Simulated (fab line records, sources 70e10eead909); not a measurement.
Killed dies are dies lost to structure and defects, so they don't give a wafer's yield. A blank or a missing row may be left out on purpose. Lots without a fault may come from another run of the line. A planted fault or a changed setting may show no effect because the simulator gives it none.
Chamber matching | flow nand_harc | NHARC_P_M1_ETCH_35 on rie_diel-13: 4 sister chambers
The step etches the open film in N2/H2, target depth 40 nm, overetch 12 nm, time 43.94 s. 8 wafers are shown with their chamber, then 8 later ones without.

WAFERS WITH THEIR CHAMBER
wafer  | chamber | showerhead_plenum_p_Torr (Torr) | drypump_motor_current_A (A)
L689.1 | 0       | 2.20                            | 6.02
L691.2 | 2       | 1.90                            | 5.61
L691.4 | 1       | 2.14                            | 5.56
L696.4 | 1       | 2.14                            | 5.61
L699.1 | 0       | 2.19                            | 6.01
L699.3 | 3       | 2.03                            | 6.09
L699.6 | 3       | 2.03                            | 6.07
L700.1 | 2       | 1.90                            | 5.62

WAFERS WITHOUT THEIR CHAMBER
wafer  | showerhead_plenum_p_Torr (Torr) | drypump_motor_current_A (A)
L700.3 | 2.19                            | 6.03
L700.6 | 1.90                            | 5.62
L704.3 | 2.19                            | 6.00
L704.5 | 2.03                            | 6.05
L704.6 | 1.90                            | 5.60
L707.4 | 2.19                            | 6.00
L707.5 | 1.90                            | 5.61
L707.6 | 2.03                            | 6.07

WHICH CHAMBER EACH WENT THROUGH
wafer  | from the rows above | in truth
L700.3 | 0                   | 0
L700.6 | 2                   | 2
L704.3 | 0                   | 0
L704.5 | 3                   | 3
L704.6 | 2                   | 2
L707.4 | 0                   | 0
L707.5 | 2                   | 2
L707.6 | 3                   | 3
Placed correctly: 8 of 8. Can't be placed from these rows: 0. Placed wrongly: 0.
How it was worked out, from the rows above alone: a wafer's distance from a chamber is the root of the sum, over the readings, of the square of ((its reading less the chamber's mean) divided by the reading's scatter). The wafer belongs to the nearest chamber; if the next one is less than 2 further off, it can't be placed. A chamber's mean is the mean of its shown wafers. The scatter: the root of (the sum of the squares of (reading less its chamber's mean) over the shown wafers, divided by (wafers less chambers)).
